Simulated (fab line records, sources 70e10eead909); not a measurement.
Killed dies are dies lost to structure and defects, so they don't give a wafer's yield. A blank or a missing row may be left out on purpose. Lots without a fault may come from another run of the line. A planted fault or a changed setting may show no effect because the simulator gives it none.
Problem report in the 8D (eight disciplines) form, filled by code | flow nand_harc | the parts of the form that need people (team, actions taken, sign-off) are left out

1. THE PROBLEM
killed_at_array at NHARC_END_SORT_01 reads a mean of 596 on 2 wafers of 2 lots; wafers without a fault read 25 with a standard deviation of 9.2. That is +62 standard deviations from the usual mean.
First seen on wafer L302.2, day 22 14:18, on prober-02. The record holds 2 wafers of 2 lots with a number at this step. Rule for "out", or "out of limits": more than 4 standard deviations from the usual mean. The other wafers with a number count as sound.

2. WHAT IT IS AND WHAT IT IS NOT
question                    | is                           | is not
which readings at this step | killed_at_array, killed_dies | killed_at_other, killed_at_periphery, killed_open, killed_short
which lots                  | L302, L308                   | -
which wafers of those lots  | all that have a number       | -
read on which gauges        | prober-02                    | -
when                        | from day 22 14:18            | up to then (0 sound wafers)

3. SUSPECTS, AND WHAT RULES EACH OUT
Counting: a tool at a process step up to the reading stays a suspect if it ran every lot that is out and no sound lot after the first of them.
- the gauge at NHARC_END_SORT_01: ruled out. All the wafers that are out were read on prober-02, but those of them that NHARC_A_CONTACT_ETCH_110 has rows for are out there too, on other tools.
- rie_diel-13 at NHARC_A_CONTACT_ETCH_110 (etches the open film in CF4/O2, target depth 50 nm, overetch 5 nm, time 27.5 s): kept. It ran every lot that is out, first L302 (day 20 12:02), and no sound lot after that. Its own readings are out on those wafers: run_length_s.
- rie_diel-13 at NHARC_A_CONTACT_STRIP_26 (strips in O2): kept. It ran every lot that is out, first L302 (day 22 14:18), and no sound lot after that. NHARC_A_CONTACT_STRIP_26 gives no start for some lots, so the hours and the order of its lots are those of NHARC_END_SORT_01.
Left after counting: rie_diel-13 at NHARC_A_CONTACT_ETCH_110, rie_diel-13 at NHARC_A_CONTACT_STRIP_26.

4. THE CAUSE (what the simulator had put in)
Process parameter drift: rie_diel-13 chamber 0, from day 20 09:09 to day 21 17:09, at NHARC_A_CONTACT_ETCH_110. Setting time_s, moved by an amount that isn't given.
Counting left 2 suspects, and this tool is among them.

5. THE CHAIN OF EFFECTS, in route order
Each row: a reading whose mean over the struck wafers that have a number lies more than 3 standard deviations from the usual. Only readings for which the record gives a usual standard deviation are gone through. hours: the time from each lot's start at the first step in this table that gives one to its start at this step, as a median over the lots. sigmas: the change in usual standard deviations.
hours | step                     | reading         | usual  | on struck wafers | change | sigmas
0     | NHARC_A_CONTACT_ETCH_110 | run_length_s    | 48.7 s | 46.2             | -2.5   | -6.1
59    | NHARC_END_SORT_01        | killed_at_array | 25     | 596              | +570   | +62
59    | NHARC_END_SORT_01        | killed_dies     | 30     | 598              | +568   | +59
The process steps in it:
- NHARC_A_CONTACT_ETCH_110: etches the open film in CF4/O2, target depth 50 nm, overetch 5 nm, time 27.5 s.

6. WHAT WOULD HAVE CAUGHT IT SOONER
In this record the first reading out of limits at a measuring or inspecting step was taken at day 22 14:18, 53 hours after the fault began at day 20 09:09.
The tool's own readings at NHARC_A_CONTACT_ETCH_110 were out on every struck wafer that the step has a row for (run_length_s): an alarm limit on them would have fired on the first of those.
All the lots that are out (2) had begun NHARC_A_CONTACT_ETCH_110 on rie_diel-13 by day 22 14:18. A hold on the tool at that time would have spared none of them.
